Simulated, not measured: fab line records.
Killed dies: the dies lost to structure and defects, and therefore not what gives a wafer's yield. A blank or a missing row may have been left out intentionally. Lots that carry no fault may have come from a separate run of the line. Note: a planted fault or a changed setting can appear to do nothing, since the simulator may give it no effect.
Which of the tools did it? || flow n5 finfet || 24 lots with 72 wafers sampled at 4 steps, on a route of 1938 steps

## WHAT THE GAUGES SHOWED, per wafer
N5_WELL_APT_OVL_MEAS_09. Usual: for NWELL_OVL the level is 3 nm and the standard deviation is 5.5.
{"lot": "L074", "measured": "day 1 13:43", "on": "overlay-02", "NWELL_OVL (nm)": "1 8 4", "flag": ""}
{"lot": "L075", "measured": "day 1 19:43", "on": "overlay-01", "NWELL_OVL (nm)": "5 3 3", "flag": ""}
{"lot": "L076", "measured": "day 2 01:47", "on": "overlay-02", "NWELL_OVL (nm)": "4 0 -9", "flag": ""}
{"lot": "L077", "measured": "day 2 07:46", "on": "overlay-02", "NWELL_OVL (nm)": "3 1 2", "flag": ""}
{"lot": "L078", "measured": "day 2 13:43", "on": "overlay-01", "NWELL_OVL (nm)": "7 -4 0", "flag": ""}
{"lot": "L079", "measured": "day 2 19:45", "on": "overlay-01", "NWELL_OVL (nm)": "-2 7 3", "flag": ""}
{"lot": "L080", "measured": "day 3 01:50", "on": "overlay-02", "NWELL_OVL (nm)": "-11 -11 -8", "flag": ""}
{"lot": "L081", "measured": "day 3 07:43", "on": "overlay-01", "NWELL_OVL (nm)": "7 3 1", "flag": ""}
{"lot": "L082", "measured": "day 3 13:41", "on": "overlay-02", "NWELL_OVL (nm)": "4 9 5", "flag": ""}
{"lot": "L083", "measured": "day 3 19:43", "on": "overlay-01", "NWELL_OVL (nm)": "8 10 -1", "flag": ""}
{"lot": "L084", "measured": "day 4 01:35", "on": "overlay-02", "NWELL_OVL (nm)": "7 0 0", "flag": ""}
{"lot": "L085", "measured": "day 4 07:35", "on": "overlay-01", "NWELL_OVL (nm)": "3 -6 2", "flag": ""}
{"lot": "L086", "measured": "day 4 13:52", "on": "overlay-01", "NWELL_OVL (nm)": "5 6 5", "flag": ""}
{"lot": "L087", "measured": "day 4 19:35", "on": "overlay-02", "NWELL_OVL (nm)": "-1 -8 -2", "flag": ""}
{"lot": "L088", "measured": "day 5 01:50", "on": "overlay-01", "NWELL_OVL (nm)": "4 -5 0", "flag": ""}
{"lot": "L089", "measured": "day 5 07:47", "on": "overlay-01", "NWELL_OVL (nm)": "11 14 2", "flag": ""}
{"lot": "L090", "measured": "day 5 13:40", "on": "overlay-01", "NWELL_OVL (nm)": "15 15 10", "flag": ""}
{"lot": "L091", "measured": "day 5 19:43", "on": "overlay-02", "NWELL_OVL (nm)": "7 11 5", "flag": ""}
{"lot": "L092", "measured": "day 6 01:35", "on": "overlay-01", "NWELL_OVL (nm)": "5 4 6", "flag": ""}
{"lot": "L093", "measured": "day 6 07:35", "on": "overlay-02", "NWELL_OVL (nm)": "4 8 3", "flag": ""}
{"lot": "L094", "measured": "day 6 14:01", "on": "overlay-02", "NWELL_OVL (nm)": "1 2 7", "flag": ""}
{"lot": "L095", "measured": "day 6 19:59", "on": "overlay-02", "NWELL_OVL (nm)": "1 -3 0", "flag": ""}
{"lot": "L096", "measured": "day 7 02:06", "on": "overlay-02", "NWELL_OVL (nm)": "10 4 3", "flag": ""}
{"lot": "L097", "measured": "day 7 08:01", "on": "overlay-02", "NWELL_OVL (nm)": "3 1 3", "flag": ""}

N5_WELL_APT_CD_MEAS_25 targets a cd of 200 nm. Usual: 199.0 nm for cd nm, sd 1.8.
{"lot": "L074", "measured": "day 1 15:23", "on": "cd sem-03", "cd nm (nm)": "198.1 197.5 197.6", "flag": ""}
{"lot": "L075", "measured": "day 1 20:57", "on": "cd sem-02", "cd nm (nm)": "198.3 199.3 199.6", "flag": ""}
{"lot": "L076", "measured": "day 2 03:01", "on": "cd sem-03", "cd nm (nm)": "201.3 195.8 199.4", "flag": ""}
{"lot": "L077", "measured": "day 2 08:51", "on": "cd sem-02", "cd nm (nm)": "200.8 198.8 200.3", "flag": ""}
{"lot": "L078", "measured": "day 2 14:50", "on": "cd sem-01", "cd nm (nm)": "202.7 201.8 202.5", "flag": ""}
{"lot": "L079", "measured": "day 2 20:50", "on": "cd sem-01", "cd nm (nm)": "194.1 196.8 197.2", "flag": ""}
{"lot": "L080", "measured": "day 3 03:02", "on": "cd sem-02", "cd nm (nm)": "197.4 200.0 198.9", "flag": ""}
{"lot": "L081", "measured": "day 3 08:49", "on": "cd sem-02", "cd nm (nm)": "200.7 200.6 199.6", "flag": ""}
{"lot": "L082", "measured": "day 3 14:46", "on": "cd sem-02", "cd nm (nm)": "196.8 198.0 200.0", "flag": ""}
{"lot": "L083", "measured": "day 3 20:49", "on": "cd sem-01", "cd nm (nm)": "197.8 201.5 195.7", "flag": ""}
{"lot": "L084", "measured": "day 4 02:56", "on": "cd sem-01", "cd nm (nm)": "197.0 198.2 198.3", "flag": ""}
{"lot": "L085", "measured": "day 4 08:48", "on": "cd sem-02", "cd nm (nm)": "193.3 195.9 196.9", "flag": ""}
{"lot": "L086", "measured": "day 4 15:15", "on": "cd sem-01", "cd nm (nm)": "195.0 197.5 200.6", "flag": ""}
{"lot": "L087", "measured": "day 4 21:44", "on": "cd sem-02", "cd nm (nm)": "200.4 199.6 201.6", "flag": ""}
{"lot": "L088", "measured": "day 5 02:58", "on": "cd sem-01", "cd nm (nm)": "200.0 200.2 202.7", "flag": ""}
{"lot": "L089", "measured": "day 5 09:49", "on": "cd sem-01", "cd nm (nm)": "200.1 199.3 197.8", "flag": ""}
{"lot": "L090", "measured": "day 5 14:48", "on": "cd sem-02", "cd nm (nm)": "198.8 197.8 197.6", "flag": ""}
{"lot": "L091", "measured": "day 5 21:46", "on": "cd sem-01", "cd nm (nm)": "196.9 198.0 200.5", "flag": ""}
{"lot": "L092", "measured": "day 6 02:52", "on": "cd sem-03", "cd nm (nm)": "198.3 199.0 199.2", "flag": ""}
{"lot": "L093", "measured": "day 6 09:05", "on": "cd sem-01", "cd nm (nm)": "199.9 198.7 199.0", "flag": ""}
{"lot": "L094", "measured": "day 6 15:22", "on": "cd sem-01", "cd nm (nm)": "197.9 197.4 198.8", "flag": ""}
{"lot": "L095", "measured": "day 6 21:20", "on": "cd sem-01", "cd nm (nm)": "198.5 199.4 201.2", "flag": ""}
{"lot": "L096", "measured": "day 7 03:20", "on": "cd sem-03", "cd nm (nm)": "195.7 200.2 198.9", "flag": ""}
{"lot": "L097", "measured": "day 7 09:21", "on": "cd sem-02", "cd nm (nm)": "197.4 197.3 197.2", "flag": ""}

N5_WELL_APT_OVL_MEAS_26. Usual: for PWELL_OVL the level is 0 nm and the standard deviation is 5.3.
{"lot": "L074", "measured": "day 1 15:24", "on": "overlay-02", "PWELL_OVL (nm)": "8 0 7", "flag": ""}
{"lot": "L075", "measured": "day 1 20:59", "on": "overlay-01", "PWELL_OVL (nm)": "-9 3 1", "flag": ""}
{"lot": "L076", "measured": "day 2 03:02", "on": "overlay-02", "PWELL_OVL (nm)": "8 -2 4", "flag": ""}
{"lot": "L077", "measured": "day 2 08:53", "on": "overlay-02", "PWELL_OVL (nm)": "0 2 5", "flag": ""}
{"lot": "L078", "measured": "day 2 14:51", "on": "overlay-02", "PWELL_OVL (nm)": "-4 -7 -3", "flag": ""}
{"lot": "L079", "measured": "day 2 20:52", "on": "overlay-01", "PWELL_OVL (nm)": "0 3 0", "flag": ""}
{"lot": "L080", "measured": "day 3 03:04", "on": "overlay-02", "PWELL_OVL (nm)": "-2 0 -7", "flag": ""}
{"lot": "L081", "measured": "day 3 08:51", "on": "overlay-01", "PWELL_OVL (nm)": "-3 6 8", "flag": ""}
{"lot": "L082", "measured": "day 3 14:48", "on": "overlay-01", "PWELL_OVL (nm)": "-2 2 0", "flag": ""}
{"lot": "L083", "measured": "day 3 20:51", "on": "overlay-01", "PWELL_OVL (nm)": "6 3 6", "flag": ""}
{"lot": "L084", "measured": "day 4 02:58", "on": "overlay-01", "PWELL_OVL (nm)": "-2 2 6", "flag": ""}
{"lot": "L085", "measured": "day 4 08:50", "on": "overlay-01", "PWELL_OVL (nm)": "0 0 0", "flag": ""}
{"lot": "L086", "measured": "day 4 15:17", "on": "overlay-01", "PWELL_OVL (nm)": "2 3 -2", "flag": ""}
{"lot": "L087", "measured": "day 4 21:46", "on": "overlay-02", "PWELL_OVL (nm)": "5 3 -5", "flag": ""}
{"lot": "L088", "measured": "day 5 03:00", "on": "overlay-01", "PWELL_OVL (nm)": "-4 2 -10", "flag": ""}
{"lot": "L089", "measured": "day 5 09:50", "on": "overlay-02", "PWELL_OVL (nm)": "2 0 4", "flag": ""}
{"lot": "L090", "measured": "day 5 14:50", "on": "overlay-01", "PWELL_OVL (nm)": "-7 -1 3", "flag": ""}
{"lot": "L091", "measured": "day 5 21:47", "on": "overlay-02", "PWELL_OVL (nm)": "-8 -7 -9", "flag": ""}
{"lot": "L092", "measured": "day 6 02:53", "on": "overlay-02", "PWELL_OVL (nm)": "-4 0 -10", "flag": ""}
{"lot": "L093", "measured": "day 6 09:07", "on": "overlay-01", "PWELL_OVL (nm)": "-1 11 2", "flag": ""}
{"lot": "L094", "measured": "day 6 15:24", "on": "overlay-02", "PWELL_OVL (nm)": "-4 -4 -11", "flag": ""}
{"lot": "L095", "measured": "day 6 21:22", "on": "overlay-02", "PWELL_OVL (nm)": "-1 -1 6", "flag": ""}
{"lot": "L096", "measured": "day 7 03:22", "on": "overlay-02", "PWELL_OVL (nm)": "-1 -5 6", "flag": ""}
{"lot": "L097", "measured": "day 7 09:23", "on": "overlay-01", "PWELL_OVL (nm)": "-7 7 0", "flag": ""}

## TOOL THAT RAN EACH LOT (tool first, then ch and the chambers of the sampled wafers, then the start)
{"lot": "L074", "N5_ZERO_LAYER_DESCUM_16": "rie diel-06 ch 0,2,3, day 1 12:41"}
{"lot": "L075", "N5_ZERO_LAYER_DESCUM_16": "rie diel-04 ch 0,1, day 1 18:49"}
{"lot": "L076", "N5_ZERO_LAYER_DESCUM_16": "rie diel-02 ch 0,1,3, day 2 00:53"}
{"lot": "L077", "N5_ZERO_LAYER_DESCUM_16": "rie diel-06 ch 0,3, day 2 06:42"}
{"lot": "L078", "N5_ZERO_LAYER_DESCUM_16": "rie diel-04 ch 0,1,3, day 2 12:48"}
{"lot": "L079", "N5_ZERO_LAYER_DESCUM_16": "rie diel-04 ch 0,1,3, day 2 18:49"}
{"lot": "L080", "N5_ZERO_LAYER_DESCUM_16": "rie diel-02 ch 0,3, day 3 00:49"}
{"lot": "L081", "N5_ZERO_LAYER_DESCUM_16": "rie diel-06 ch 0,3, day 3 06:48"}
{"lot": "L082", "N5_ZERO_LAYER_DESCUM_16": "rie diel-02 ch 0,1,3, day 3 12:46"}
{"lot": "L083", "N5_ZERO_LAYER_DESCUM_16": "rie diel-06 ch 1,2,3, day 3 18:48"}
{"lot": "L084", "N5_ZERO_LAYER_DESCUM_16": "rie diel-06 ch 1,3, day 4 00:41"}
{"lot": "L085", "N5_ZERO_LAYER_DESCUM_16": "rie diel-06 ch 1,2,3, day 4 06:41"}
{"lot": "L086", "N5_ZERO_LAYER_DESCUM_16": "rie diel-04 ch 0,2,3, day 4 12:57"}
{"lot": "L087", "N5_ZERO_LAYER_DESCUM_16": "rie diel-04 ch 0,3, day 4 18:41"}
{"lot": "L088", "N5_ZERO_LAYER_DESCUM_16": "rie diel-06 ch 0,1,3, day 5 00:49"}
{"lot": "L089", "N5_ZERO_LAYER_DESCUM_16": "rie diel-06 ch 0,2,3, day 5 06:48"}
{"lot": "L090", "N5_ZERO_LAYER_DESCUM_16": "rie diel-02 ch 0,1,3, day 5 12:45"}
{"lot": "L091", "N5_ZERO_LAYER_DESCUM_16": "rie diel-02 ch 0,1,3, day 5 18:48"}
{"lot": "L092", "N5_ZERO_LAYER_DESCUM_16": "rie diel-02 ch 1,2,3, day 6 00:42"}
{"lot": "L093", "N5_ZERO_LAYER_DESCUM_16": "rie diel-02 ch 1,2, day 6 06:41"}
{"lot": "L094", "N5_ZERO_LAYER_DESCUM_16": "rie diel-06 ch 1,2,3, day 6 12:42"}
{"lot": "L095", "N5_ZERO_LAYER_DESCUM_16": "rie diel-04 ch 0,1,3, day 6 18:50"}
{"lot": "L096", "N5_ZERO_LAYER_DESCUM_16": "rie diel-04 ch 0,1,2, day 7 01:04"}
{"lot": "L097", "N5_ZERO_LAYER_DESCUM_16": "rie diel-06 ch 0,1,2, day 7 06:43"}
- N5_ZERO_LAYER_DESCUM_16: chemistry O2, time 7.9 s.

## AS READ BY THE TOOLS THEMSELVES (means over the sampled wafers that have a number; for cases with no such wafer, the mark the record gives instead)
N5_ZERO_LAYER_DESCUM_16. Usual: drypump motor current A 5.6 A, standard deviation 0.34; oes product au 0.80 a.u., standard deviation 0.078; rf vpp V 243.2 V, standard deviation 1.1; showerhead plenum p Torr 2.10 Torr, standard deviation 0.052; throttle valve pct 20.44 %, standard deviation 0.29.
{"lot": "L074", "tool": "rie diel-06", "drypump motor current A (A)": 5.5, "oes product au (a.u.)": 0.82, "rf vpp V (V)": 242.6, "showerhead plenum p Torr (Torr)": 2.09, "throttle valve pct (%)": 20.47, "flag": ""}
{"lot": "L075", "tool": "rie diel-04", "drypump motor current A (A)": 5.9, "oes product au (a.u.)": 0.79, "rf vpp V (V)": 243.6, "showerhead plenum p Torr (Torr)": 2.07, "throttle valve pct (%)": 20.16, "flag": ""}
{"lot": "L076", "tool": "rie diel-02", "drypump motor current A (A)": 5.6, "oes product au (a.u.)": 0.75, "rf vpp V (V)": 244.2, "showerhead plenum p Torr (Torr)": 2.15, "throttle valve pct (%)": 20.66, "flag": ""}
{"lot": "L077", "tool": "rie diel-06", "drypump motor current A (A)": 5.2, "oes product au (a.u.)": 0.75, "rf vpp V (V)": 243.0, "showerhead plenum p Torr (Torr)": 2.12, "throttle valve pct (%)": 20.43, "flag": ""}
{"lot": "L078", "tool": "rie diel-04", "drypump motor current A (A)": 5.7, "oes product au (a.u.)": 0.79, "rf vpp V (V)": 243.3, "showerhead plenum p Torr (Torr)": 2.10, "throttle valve pct (%)": 20.19, "flag": ""}
{"lot": "L079", "tool": "rie diel-04", "drypump motor current A (A)": 5.7, "oes product au (a.u.)": 0.80, "rf vpp V (V)": 243.9, "showerhead plenum p Torr (Torr)": 2.10, "throttle valve pct (%)": 20.20, "flag": ""}
{"lot": "L080", "tool": "rie diel-02", "drypump motor current A (A)": 5.4, "oes product au (a.u.)": 0.76, "rf vpp V (V)": 243.5, "showerhead plenum p Torr (Torr)": 2.14, "throttle valve pct (%)": 20.63, "flag": ""}
{"lot": "L081", "tool": "rie diel-06", "drypump motor current A (A)": 5.4, "oes product au (a.u.)": 0.76, "rf vpp V (V)": 243.0, "showerhead plenum p Torr (Torr)": 2.07, "throttle valve pct (%)": 20.61, "flag": ""}
{"lot": "L082", "tool": "rie diel-02", "drypump motor current A (A)": 5.6, "oes product au (a.u.)": 0.84, "rf vpp V (V)": 243.7, "showerhead plenum p Torr (Torr)": 2.15, "throttle valve pct (%)": 20.60, "flag": ""}
{"lot": "L083", "tool": "rie diel-06", "drypump motor current A (A)": 5.6, "oes product au (a.u.)": 0.84, "rf vpp V (V)": 242.7, "showerhead plenum p Torr (Torr)": 2.07, "throttle valve pct (%)": 20.58, "flag": ""}
{"lot": "L084", "tool": "rie diel-06", "drypump motor current A (A)": 5.4, "oes product au (a.u.)": 0.80, "rf vpp V (V)": 243.1, "showerhead plenum p Torr (Torr)": 2.08, "throttle valve pct (%)": 20.61, "flag": ""}
{"lot": "L085", "tool": "rie diel-06", "drypump motor current A (A)": 5.6, "oes product au (a.u.)": 0.82, "rf vpp V (V)": 242.9, "showerhead plenum p Torr (Torr)": 2.07, "throttle valve pct (%)": 20.60, "flag": ""}
{"lot": "L086", "tool": "rie diel-04", "drypump motor current A (A)": 5.8, "oes product au (a.u.)": 0.75, "rf vpp V (V)": 243.8, "showerhead plenum p Torr (Torr)": 2.14, "throttle valve pct (%)": 20.22, "flag": ""}
{"lot": "L087", "tool": "rie diel-04", "drypump motor current A (A)": 5.8, "oes product au (a.u.)": 0.74, "rf vpp V (V)": 242.4, "showerhead plenum p Torr (Torr)": 2.09, "throttle valve pct (%)": 20.17, "flag": ""}
{"lot": "L088", "tool": "rie diel-06", "drypump motor current A (A)": 5.3, "oes product au (a.u.)": 0.76, "rf vpp V (V)": 242.5, "showerhead plenum p Torr (Torr)": 2.10, "throttle valve pct (%)": 20.54, "flag": ""}
{"lot": "L089", "tool": "rie diel-06", "drypump motor current A (A)": 5.5, "oes product au (a.u.)": 0.79, "rf vpp V (V)": 242.7, "showerhead plenum p Torr (Torr)": 2.08, "throttle valve pct (%)": 20.52, "flag": ""}
{"lot": "L090", "tool": "rie diel-02", "drypump motor current A (A)": 5.6, "oes product au (a.u.)": 0.82, "rf vpp V (V)": 243.5, "showerhead plenum p Torr (Torr)": 2.14, "throttle valve pct (%)": 20.63, "flag": ""}
{"lot": "L091", "tool": "rie diel-02", "drypump motor current A (A)": 5.6, "oes product au (a.u.)": 0.81, "rf vpp V (V)": 243.0, "showerhead plenum p Torr (Torr)": 2.14, "throttle valve pct (%)": 20.63, "flag": ""}
{"lot": "L092", "tool": "rie diel-02", "drypump motor current A (A)": 5.6, "oes product au (a.u.)": 0.82, "rf vpp V (V)": 243.7, "showerhead plenum p Torr (Torr)": 2.12, "throttle valve pct (%)": 20.40, "flag": ""}
{"lot": "L093", "tool": "rie diel-02", "drypump motor current A (A)": 5.7, "oes product au (a.u.)": 0.78, "rf vpp V (V)": 243.3, "showerhead plenum p Torr (Torr)": 2.10, "throttle valve pct (%)": 20.46, "flag": ""}
{"lot": "L094", "tool": "rie diel-06", "drypump motor current A (A)": 5.6, "oes product au (a.u.)": 0.81, "rf vpp V (V)": 242.3, "showerhead plenum p Torr (Torr)": 2.06, "throttle valve pct (%)": 20.62, "flag": ""}
{"lot": "L095", "tool": "rie diel-04", "drypump motor current A (A)": 5.7, "oes product au (a.u.)": 0.77, "rf vpp V (V)": 242.2, "showerhead plenum p Torr (Torr)": 2.09, "throttle valve pct (%)": 20.24, "flag": ""}
{"lot": "L096", "tool": "rie diel-04", "drypump motor current A (A)": 5.9, "oes product au (a.u.)": 0.77, "rf vpp V (V)": 243.1, "showerhead plenum p Torr (Torr)": 2.10, "throttle valve pct (%)": 20.27, "flag": ""}
{"lot": "L097", "tool": "rie diel-06", "drypump motor current A (A)": 5.5, "oes product au (a.u.)": 0.78, "rf vpp V (V)": 243.0, "showerhead plenum p Torr (Torr)": 2.10, "throttle valve pct (%)": 20.43, "flag": ""}

## THE ANSWER, worked out from the rows above alone
Rule: lot off if the mean of its wafers having a number is beyond 3 standard deviations from the usual mean. Also off: a lot with no number at a reading for which 4 or more lots have one. Any other lot the step has rows for is counted as sound. Order of review: gauges by route order, followed by the tools' own readings, for which a lot's mean as printed above is used. The first step at which some lot is off is used, and at that step the reading that is off furthest; a lot without a number counts as furthest.
No lot is off at any reading shown: from this, nothing can be told.

## WHAT THE SIMULATOR HAD PUT IN
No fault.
